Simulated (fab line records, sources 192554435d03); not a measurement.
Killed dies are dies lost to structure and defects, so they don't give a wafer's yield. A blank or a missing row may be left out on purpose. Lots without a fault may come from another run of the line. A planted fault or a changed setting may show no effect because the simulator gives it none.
Split-lot experiment | flow n5_finfet | 7 lots, 39 wafers read, on a route of 1938 steps

THE SPLIT
At N5_BEOL_M4_HM_DEP_02 (deposits TiN, target thk 20 nm), the setting target_thk_a was moved away from the recipe's 200 angstrom on 12 of the 39 wafers read, by -44.9% to +43.6%. The other wafers ran this setting at the recipe's value.

FROM THE SPLIT TO THE READING: what the file shows between them, 4 steps
- N5_BEOL_M4_COAT_61: time 60 s, resist thk 60 nm
- N5_BEOL_M4_COAT_62: time 60 s, resist thk 12 nm
- N5_BEOL_M4_STRIP_75: strips in N2/H2
- N5_BEOL_M4_STRIP_66: strips in CF4

THE READING
etch.depth_nm (the simulator's own value, which no gauge read), in nm, at N5_BEOL_M4_HM_OPEN_17 (chemistry Cl2/BCl3, target TiN, target depth 20 nm, overetch 6 nm). The file gives no usual value for it. The 27 wafers here that ran the recipe average 20.19 nm, standard deviation 0.23 nm.

wafer  | tool, chamber at the split | target_thk_a as run, angstrom | against the recipe | etch.depth_nm, nm | against lot-mates on the recipe
L074.1 | pvd_sputter-02, -          | 287.2                         | +43.6%             | 26.55             | +6.29
L074.2 | pvd_sputter-02, -          | 287.2                         | +43.6%             | 27.03             | +6.77
L074.3 | pvd_sputter-02, -          | 287.2                         | +43.6%             | 27.04             | +6.78
L074.4 | pvd_sputter-02, -          | 200                           | recipe             | 20.2              | -
L074.5 | pvd_sputter-02, -          | 200                           | recipe             | 20.23             | -
L074.6 | pvd_sputter-02, -          | 200                           | recipe             | 20.34             | -
L075.1 | pvd_sputter-02, -          | 200                           | recipe             | 20.07             | -
L075.6 | pvd_sputter-02, -          | 200                           | recipe             | 20.07             | -
L075.2 | pvd_sputter-02, -          | 200                           | recipe             | 20.12             | -
L075.3 | pvd_sputter-02, -          | 200                           | recipe             | 20.18             | -
L075.4 | pvd_sputter-02, -          | 200                           | recipe             | 20.09             | -
L075.5 | pvd_sputter-02, -          | 200                           | recipe             | 20.02             | -
L077.3 | pvd_sputter-02, -          | 200                           | recipe             | 19.9              | -
L077.4 | pvd_sputter-02, -          | 200                           | recipe             | 19.97             | -
L077.5 | pvd_sputter-02, -          | 200                           | recipe             | 20.05             | -
L085.1 | pvd_sputter-01, -          | 236.9                         | +18.5%             | 24.02             | +3.77
L085.2 | pvd_sputter-01, -          | 200                           | recipe             | 20.31             | -
L085.3 | pvd_sputter-01, -          | 200                           | recipe             | 20.41             | -
L085.4 | pvd_sputter-01, -          | 236.9                         | +18.5%             | 23.68             | +3.43
L085.5 | pvd_sputter-01, -          | 200                           | recipe             | 20.02             | -
L085.6 | pvd_sputter-01, -          | 236.9                         | +18.5%             | 23.87             | +3.62
L089.1 | pvd_sputter-01, -          | 200                           | recipe             | 20.44             | -
L089.2 | pvd_sputter-01, -          | 200                           | recipe             | 19.86             | -
L089.3 | pvd_sputter-01, -          | 110.2                         | -44.9%             | 11.45             | -8.68
L089.4 | pvd_sputter-01, -          | 110.2                         | -44.9%             | 11.43             | -8.70
L089.5 | pvd_sputter-01, -          | 200                           | recipe             | 20.08             | -
L089.6 | pvd_sputter-01, -          | 110.2                         | -44.9%             | 11.38             | -8.75
L093.1 | pvd_sputter-01, -          | 200                           | recipe             | 20.28             | -
L093.2 | pvd_sputter-01, -          | 200                           | recipe             | 20.19             | -
L093.3 | pvd_sputter-01, -          | 200                           | recipe             | 19.75             | -
L093.4 | pvd_sputter-01, -          | 200                           | recipe             | 20.46             | -
L093.5 | pvd_sputter-01, -          | 200                           | recipe             | 20.14             | -
L093.6 | pvd_sputter-01, -          | 200                           | recipe             | 20.14             | -
L097.1 | pvd_sputter-01, -          | 136.8                         | -31.6%             | 13.98             | -6.64
L097.2 | pvd_sputter-01, -          | 136.8                         | -31.6%             | 14.28             | -6.34
L097.3 | pvd_sputter-01, -          | 200                           | recipe             | 20.52             | -
L097.4 | pvd_sputter-01, -          | 200                           | recipe             | 20.6              | -
L097.5 | pvd_sputter-01, -          | 136.8                         | -31.6%             | 13.82             | -6.80
L097.6 | pvd_sputter-01, -          | 200                           | recipe             | 20.73             | -

THE FIT
A straight line over all 39 wafers: etch.depth_nm changes by +0.18 nm for each +1% of target_thk_a; r = +0.99; the points scatter about the line by 0.45 nm.
The same after taking each lot's own level away (the mean of its wafers on the recipe; 39 wafers): +0.181 nm for each +1%; r = +0.99; scatter 0.46 nm.
On that fit, the largest move of target_thk_a shifts the reading by 8.1 nm.
The lots' own levels span 19.973 to 20.617 nm, that is 2.9 times the standard deviation above.
So the lot-to-lot level changes the slope little: the two slopes agree.
Check: with one of the wafers moved furthest among these (-44.9%) left out of the fit, the line predicts -8.26 nm for it against its lot-mates. It came out at -8.68 nm against them.

OTHER SPLITS ON THESE WAFERS
These wafers also went through other splits before the reading. Each is held against what the fit with the lots' levels taken away leaves over:
other split on the same wafers           | wafers away from the commonest value | r with etch.depth_nm (lot level and that fit taken away)
N5_MOL_CONTACT_COAG_CVD_140 target_thk_a | 12                                   | -0.25

THE WHOLE CHAIN: every reading that the file lists as answering this split, in the file's order
step                  | what it does                                                      | reading                                                                          | change (the file's fit)               | r (the file's)
N5_BEOL_M4_HM_DEP_02  | deposits TiN, target thk 20 nm                                    | TiN_of_BEOL_M4_HM_DEP_02.thk_nm (the simulator's own value, which no gauge read) | +0.198 nm for each +1% of the setting | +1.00
N5_BEOL_M4_HM_OPEN_17 | chemistry Cl2/BCl3, target TiN, target depth 20 nm, overetch 6 nm | etch.depth_nm (the simulator's own value, which no gauge read)                   | +0.182 nm for each +1% of the setting | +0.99

THE FILE'S OWN FIT
etch.depth_nm changes by +0.182 nm for each +1% of target_thk_a, r = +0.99.
